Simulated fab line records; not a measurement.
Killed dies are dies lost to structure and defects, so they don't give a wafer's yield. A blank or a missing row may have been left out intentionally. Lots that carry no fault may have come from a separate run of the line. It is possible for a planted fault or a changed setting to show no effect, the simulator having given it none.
Comparing a struck lot with a sound one | flow nand-harc | 15 out of 1302 route steps
Sound: these wafers, L326.1, L326.4, L326.6. Struck: wafers L315.1, L315.2, L315.4. At the end, the cause is stated.
Per side, at each step with rows, come the tool, then ch with its chambers, and then its first start. Under that, the readings that differ: sound wafers | struck wafers | difference of the means | sigmas: that difference in standard deviations of wafers without a fault.
alike: readings whose means differ by less than 2 such deviations, and words and numbers that are the same on both sides. not compared: withheld readings, readings that some wafer has no value for, bounds like >300 that may hide the same value, and numbers for which the record gives no deviation and whose values overlap.
A row with sigmas, a row that says differs or no value, or rows on one side alone: a step with any of these is where the two part. Non-overlapping numbers with no deviation appear without sigmas and do not part them. Lack of a reading on every wafer of one side parts them only where that side has two or more wafers.

first, 1 step without rows for these wafers: NHARC_A_WL_FILL_ALD_10 (deposits SiO2, target thk 50 nm, pulse time 10 s, ald cycles 500).
NHARC_A_WL_FILL_ETCHBACK_16: etches the open film in C4F8/O2/Ar, target depth 120 nm, time 24 s.
  sound on rie-diel-11 ch 1,2; struck on rie-diel-09 ch 0,1,3
  reading               | sound          | struck         | difference | sigmas
  oes-product-au (a.u.) | 0.99 1.02 1.01 | 0.92 0.92 0.91 | -0.09      | -3
  alike: rf-vpp-V
  not compared: rf-hours-counter-h
NHARC_A_WL_FILL_STRIP_29: strips in O2, time 20 s.
  sound on rie-diel-11 ch 1,3, day 29 06:02; struck on rie-diel-09 ch 0,2,3, day 25 09:10
  alike: drypump-motor-current-A, oes-product-au, rf-vpp-V, showerhead-plenum-p-Torr, throttle-valve-pct
  not compared: rf-hours-counter-h
then, 4 steps without rows for these wafers: NHARC_A_WL_FILL_ETCHBACK_17 (etches the open film in Cl2/BCl3, target depth 4 nm, time 26.7 s); NHARC_A_WL_FILL_PRECLEAN_18 (cleans in dHF, time 30 s); NHARC_A_WL_FILL_SRD_21; NHARC_A_WL_FILL_CVD_23 (deposits poly-Si, target thk 40 nm, time 800 s).
NHARC_A_WL_FILL_ETCHBACK_26: etches the open film in HBr, target depth 52 nm, time 13.3 s.
  sound on rie-si-06 ch 0,1,2, day 29 11:21; struck on rie-si-04 ch 0,1,3, day 25 14:28
  alike: drypump-motor-current-A, oes-product-au, throttle-valve-pct
  not compared: rf-hours-counter-h
then, 2 steps without rows for these wafers: NHARC_A_WL_FILL_PRECLEAN_30 (cleans in dHF, time 10 s); NHARC_A_WL_FILL_SRD_14.
NHARC_A_WL_FILL_ALD_19: deposits TiN, target thk 2 nm, pulse time 3 s, ald cycles 100.
  sound on ald-metal-01 ch 2,3, day 29 11:35; struck on ald-metal-03 ch 1,2,3, day 25 14:43
  alike: heater-power-w, precursor-pulse-height-rel
  not compared: since-wet-clean-h
NHARC_A_WL_FILL_CVD_20: deposits W, target thk 100 nm, time 74 s.
  sound on cvd-w-01 ch 0,1; struck on cvd-w-01 ch 0,1
  alike: heater-power-w, throttle-valve-pct
  not compared: since-wet-clean-h
NHARC_A_WL_FILL_CMP_12: polishes, t overpolish 30 s, target thk 100 nm.
  sound on cmp-01 ch 0,3, day 29 11:58; struck on cmp-01 ch 1,2,3, day 25 15:08
  no value came back on the struck wafers for any of 5 readings (edge-zone-pressure-frac, motor-current-A (A) and others); on the sound wafers edge-zone-pressure-frac reads 0.995 1.004 0.991
following that, these wafers have no rows for 1 step: NHARC_A_WL_FILL_SRD_31.
NHARC_A_WL_FILL_INSPECT_15:
  struck on defect-inspect-02, day 25 15:34; sound on defect-inspect-02, day 29 12:28
  reading          | sound       | struck         | difference | sigmas
  raw-defect-count | 377 380 592 | 2577 2444 2477 | +2050      | +20

== WHERE THEY PART ==
Earliest at NHARC_A_WL_FILL_ETCHBACK_16; latest, in this record, at NHARC_A_WL_FILL_INSPECT_15.

WHY: what the simulator had put in
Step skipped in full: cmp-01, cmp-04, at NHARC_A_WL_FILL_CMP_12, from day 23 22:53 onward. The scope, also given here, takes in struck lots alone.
